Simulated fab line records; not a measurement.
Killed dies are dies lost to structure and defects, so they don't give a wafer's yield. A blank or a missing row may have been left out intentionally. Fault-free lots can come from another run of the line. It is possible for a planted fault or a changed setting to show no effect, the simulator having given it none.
The tool behind it: which one? + flow nand harc + 11 lots, 33 wafers sampled, at 5 steps of a route of 1302

## WHAT EACH GAUGE READ, for each wafer
NHARC_A_ZERO_WELL_INSPECT_17.
| lot  | measured     | on                | raw defect count |
|------|--------------|-------------------|------------------|
| L981 | day 7 01:11  | defect inspect-02 | 12 15 8          |
| L982 | day 7 03:52  | defect inspect-01 | 10 9 19          |
| L984 | day 8 04:53  | defect inspect-02 | 25 11 20         |
| L986 | day 8 22:43  | defect inspect-02 | 3 7 8            |
| L987 | day 9 10:22  | defect inspect-02 | 5 2 5            |
| L990 | day 10 10:14 | defect inspect-01 | 24 9 10          |
| L991 | day 11 05:59 | defect inspect-01 | 11 6 10          |
| L992 | day 11 11:31 | defect inspect-02 | 4 10 17          |
| L994 | day 12 23:41 | defect inspect-02 | 13 14 853        |
| L995 | day 13 00:33 | defect inspect-02 | 12 783 10        |
| L104 | day 16 13:05 | defect inspect-01 | 13 7 6           |

## WHAT TOOL EACH LOT RAN ON (gives the tool, then ch and the chambers of the sampled wafers, and finally the start)
| lot  | NHARC_P_BONDPAD_STRIP_15           | NHARC_P_BONDPAD_ETCH_24                       | NHARC_P_BONDPAD_CMP_19        | NHARC_A_ZERO_WELL_PRECLEAN_22       |
|------|------------------------------------|-----------------------------------------------|-------------------------------|-------------------------------------|
| L981 | rie diel-02 ch 1,2,3, day 6 20:06  | rie diel-02 ch 2,3, day 6 20:17               | cmp-02 ch 0,1,2, day 6 21:49  | wet bench-01 ch 0,3,5, day 7 00:46  |
| L982 | rie diel-02 ch 0,2,3, day 6 22:49  | rie diel-02 ch 0,1,2, day 7 00:30 or earlier  | cmp-01 ch 0,1,2, day 7 00:30  | wet bench-09 ch 1,3,7, day 7 03:24  |
| L984 | rie diel-02 ch 1,2,3, day 7 23:55  | rie diel-02 ch 1,2,3, day 8 01:36 or earlier  | cmp-02 ch 0,2,3, day 8 01:36  | wet bench-09 ch 1,2,3, day 8 04:34  |
| L986 | rie diel-07 ch 1,2,3, day 8 17:52  | rie diel-07 ch 0,1,3, day 8 19:29 or earlier  | cmp-02 ch 0,1, day 8 19:29    | wet bench-01 ch 2,3,4, day 8 22:23  |
| L987 | rie diel-03 ch 0,1,3, day 9 05:23  | rie diel-03 ch 0,2,3, day 9 07:03 or earlier  | cmp-03 ch 1,2,3, day 9 07:03  | wet bench-01 ch 0,5,6, day 9 10:02  |
| L990 | rie diel-07 ch 1,3, day 10 05:13   | rie diel-07 ch 1,2,3, day 10 05:24            | cmp-03 ch 0,1, day 10 06:53   | wet bench-09 ch 3,4,6, day 10 09:52 |
| L991 | rie diel-03 ch 0,2,3, day 11 01:01 | rie diel-03 ch 1,2,3, day 11 02:41 or earlier | cmp-01 ch 1,2,3, day 11 02:41 | wet bench-09 ch 2,5,6, day 11 05:38 |
| L992 | rie diel-07 ch 0,1,2, day 11 06:34 | rie diel-07 ch 1,2, day 11 08:13 or earlier   | cmp-01 ch 0,1,2, day 11 08:13 | wet bench-01 ch 4,6,7, day 11 11:11 |
| L994 | rie diel-02 ch 2,3, day 12 18:47   | rie diel-02 ch 1,2, day 12 18:57              | cmp-03 ch 1,2, day 12 20:29   | wet bench-01 ch 2,5,6, day 12 23:21 |
| L995 | rie diel-07 ch 0,1,3, day 12 19:38 | rie diel-07 ch 1,2, day 12 21:17 or earlier   | cmp-02 ch 0,2,3, day 12 21:17 | wet bench-01 ch 0,2,3, day 13 00:13 |
| L104 | rie diel-03 ch 1,2,3, day 16 07:56 | rie diel-03 ch 0,1,2, day 16 09:40 or earlier | cmp-03 ch 0,1, day 16 09:40   | wet bench-07 ch 1,4,5, day 16 12:33 |
- NHARC_P_BONDPAD_STRIP_15: strips in O2.
- NHARC_P_BONDPAD_ETCH_24: etches the open film in CF4/N2, target depth 30 nm, time 72.99 s.
- NHARC_P_BONDPAD_CMP_19: polishes, t overpolish 30 s, cu recess touch 16 s, target thk 160.81 nm.
- NHARC_A_ZERO_WELL_PRECLEAN_22: cleans in SC1, time 60 s.

## THE ANSWER, worked out from the rows above alone
Rule: what is usual is taken from the lots themselves. The widest of any qualifying gaps counts: lots, ordered by their means at a reading, are off when they make up no more than a third of the lots, leave a main group of 4 or more, and stand apart from it by 3 or more times the standard deviation of that group's means. If all means in a main group match to the digits the tables above print for the reading, that group is not used. Also off: a lot with no number at a reading for which 4 or more lots have one. Where the step has rows for the other lots, those lots are counted as sound.
Off at NHARC_A_ZERO_WELL_INSPECT_17 (raw defect count): L994, L995. Mean 11 and standard deviation 4.2 in the main group.
A tool fits if, at a process step before that reading, it ran every lot that is off, and no sound lot after the first of them. The gauges at NHARC_A_ZERO_WELL_INSPECT_17 are tried like those tools. Because NHARC_P_BONDPAD_ETCH_24 lacks a start for some lots, the hours and order of its lots are taken from NHARC_P_BONDPAD_CMP_19. This does not decide it: 2 tools fit, namely wet bench-01 at NHARC_A_ZERO_WELL_PRECLEAN_22 and defect inspect-02 at NHARC_A_ZERO_WELL_INSPECT_17.

## WHAT THE SIMULATOR PUT IN
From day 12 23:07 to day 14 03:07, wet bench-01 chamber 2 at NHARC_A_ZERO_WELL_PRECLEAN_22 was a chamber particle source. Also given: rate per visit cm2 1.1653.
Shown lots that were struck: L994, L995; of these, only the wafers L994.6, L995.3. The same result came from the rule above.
